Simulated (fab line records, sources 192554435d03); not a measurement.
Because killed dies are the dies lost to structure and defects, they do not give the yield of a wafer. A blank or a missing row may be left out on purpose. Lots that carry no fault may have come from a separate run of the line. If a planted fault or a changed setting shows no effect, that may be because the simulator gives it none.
2 desks, one fault + flow n5 finfet + each desk has only its own numbers; what lay behind them comes last

THE TOOL OWNER'S DESK: rie si-06
The tool's own readings at N5_BEOL_M0_SAQP_ETCH_102 (etches SiO2 in CF4, target depth 4 nm, time 4.4 s): means of the sampled wafers that have a number, for each lot that ran on this tool. Marked OUT: a lot whose mean sits more than 4 standard deviations from the usual mean, which makes it out of limits; the brackets give that distance.
Columns: A = drypump motor current A at N5_BEOL_M0_SAQP_ETCH_102, usual 5.7 A; B = oes product au at N5_BEOL_M0_SAQP_ETCH_102, usual 1.010 a.u.; C = throttle valve pct at N5_BEOL_M0_SAQP_ETCH_102, usual 21.74 %
| lot  | first seen here | A   | B               | C     |
|------|-----------------|-----|-----------------|-------|
| L146 | day 6 08:18     | 5.8 | 1.016           | 21.77 |
| L153 | day 8 09:05     | 5.6 | 1.026           | 21.75 |
| L156 | day 8 18:24     | 5.9 | 1.254 (+12) OUT | 21.79 |
| L157 | day 8 23:27     | 5.7 | 1.277 (+13) OUT | 21.81 |
Finding of this desk: L156, L157 out of limits; the first was L156 at day 8 18:24, on oes product au at N5_BEOL_M0_SAQP_ETCH_102. L146, L153 stayed within limits.

FROM THE METROLOGY DESK
What the gauges read for every lot (on any tool): the sampled wafers with a number, averaged. Marked OUT: a lot whose mean sits more than 4 standard deviations from the usual mean, which makes it out of limits; the brackets give that distance. Shown here are 7 of its 10 readings, the ones lying furthest out on some lot.
Columns: A = DIBL_N at N5_BEOL_M4_RC_MEAS_101, usual 36.8 mV/V; B = DIBL_P at N5_BEOL_M4_RC_MEAS_101, usual 37.1 mV/V; C = IOFF_N at N5_BEOL_M4_RC_MEAS_101, usual 0.168 nA/um; D = IOFF_P at N5_BEOL_M4_RC_MEAS_101, usual 0.22 nA/um; E = ION_N at N5_BEOL_M4_RC_MEAS_101, usual 679 uA/um; F = ION_P at N5_BEOL_M4_RC_MEAS_101, usual 466 uA/um; G = VT_P at N5_BEOL_M4_RC_MEAS_101, usual -250 mV
| lot  | first seen here | A    | B    | C     | D    | E   | F   | G    |
|------|-----------------|------|------|-------|------|-----|-----|------|
| L146 | day 8 13:56     | 37.5 | 37.7 | 0.179 | 0.27 | 694 | 482 | -245 |
| L152 | day 9 17:22     | 37.1 | 38.3 | 0.183 | 0.20 | 680 | 457 | -255 |
| L153 | day 10 00:07    | 38.6 | 39.9 | 0.210 | 0.24 | 678 | 462 | -251 |
| L156 | day 11 02:07    | 35.4 | 33.9 | 0.150 | 0.21 | 669 | 465 | -250 |
| L157 | day 11 06:49    | 37.7 | 36.0 | 0.167 | 0.24 | 665 | 462 | -249 |
| L160 | day 12 05:23    | 35.8 | 36.7 | 0.142 | 0.22 | 677 | 470 | -250 |
| L163 | day 13 06:37    | 38.1 | 36.7 | 0.162 | 0.18 | 679 | 460 | -256 |
| L165 | day 13 08:35    | 34.9 | 34.7 | 0.146 | 0.22 | 679 | 472 | -248 |
This desk's finding: nothing out of limits on any of the 8 lots.

ALL TOGETHER
At day 8 18:24, on L156, L157, the tool owner's desk was in a position to raise an alarm.
From the metrology desk's view, nothing was out of limits.
The metrology desk has L156, L157 on record, within its limits.
On rie si-06, each named lot ran N5_BEOL_M0_SAQP_ETCH_102.

WHAT HAD BEEN PUT IN BY THE SIMULATOR
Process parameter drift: rie si-06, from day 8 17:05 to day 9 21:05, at N5_BEOL_M0_SAQP_ETCH_102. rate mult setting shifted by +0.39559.
Struck lots among those shown: L156, L157.
Delay in hours, fault start to first out-of-limits reading, by desk: the tool owner's desk at 1.
